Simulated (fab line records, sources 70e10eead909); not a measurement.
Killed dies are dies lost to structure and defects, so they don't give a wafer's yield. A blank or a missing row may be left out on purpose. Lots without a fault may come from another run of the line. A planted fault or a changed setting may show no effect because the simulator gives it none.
Problem report in the 8D (eight disciplines) form, filled by code | flow nand_harc | the parts of the form that need people (team, actions taken, sign-off) are left out

1. THE PROBLEM
killed_at_array at NHARC_END_SORT_01 reads a mean of 606 on 6 wafers of 2 lots; wafers without a fault read 59 with a standard deviation of 19. That is +29 standard deviations from the usual mean.
First seen on wafer L850.2, day 32 18:33, on prober-01. The record holds 6 wafers of 2 lots with a number at this step. Rule for "out", or "out of limits": more than 4 standard deviations from the usual mean. The other wafers with a number count as sound.

2. WHAT IT IS AND WHAT IT IS NOT
question                    | is                           | is not
which readings at this step | killed_at_array, killed_dies | killed_at_other, killed_short
which lots                  | L850, L851                   | -
which wafers of those lots  | all that have a number       | -
read on which gauges        | prober-01, prober-02         | -
when                        | from day 32 18:33            | up to then (0 sound wafers)

3. SUSPECTS, AND WHAT RULES EACH OUT
Counting: a tool at a process step up to the reading stays a suspect if it ran every lot that is out and no sound lot after the first of them.
- the gauge at NHARC_END_SORT_01: ruled out. The wafers that are out were read on 2 gauges (prober-01, prober-02).
- cvd_w-02 at NHARC_A_WL_FILL_CVD_03 (deposits W, target thk 40 nm, time 279 s): kept. It ran every lot that is out, first L850 (day 28 10:25), and no sound lot after that.
Left after counting: cvd_w-02 at NHARC_A_WL_FILL_CVD_03.

4. THE CAUSE (what the simulator had put in)
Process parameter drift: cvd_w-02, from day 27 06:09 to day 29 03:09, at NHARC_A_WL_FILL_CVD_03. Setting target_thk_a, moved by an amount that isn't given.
Counting left only this tool.

5. THE CHAIN OF EFFECTS, in route order
Each row: a reading whose mean over the struck wafers that have a number lies more than 3 standard deviations from the usual. Only readings for which the record gives a usual standard deviation are gone through. hours: the time from each lot's start at the first step in this table that gives one to its start at this step, as a median over the lots. sigmas: the change in usual standard deviations.
hours | step              | reading         | usual | on struck wafers | change | sigmas
0     | NHARC_END_SORT_01 | killed_at_array | 59    | 606              | +547   | +29
0     | NHARC_END_SORT_01 | killed_dies     | 64    | 612              | +548   | +29

6. WHAT WOULD HAVE CAUGHT IT SOONER
In this record the first reading out of limits at a measuring or inspecting step was taken at day 32 18:33, 132 hours after the fault began at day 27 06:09.
Of the tool readings at NHARC_A_WL_FILL_CVD_03 for which the record gives a usual standard deviation, none was out on any struck wafer, so an alarm limit of 4 standard deviations on them would not have fired.
All the lots that are out (2) had begun NHARC_A_WL_FILL_CVD_03 on cvd_w-02 by day 32 18:33. A hold on the tool at that time would have spared none of them.
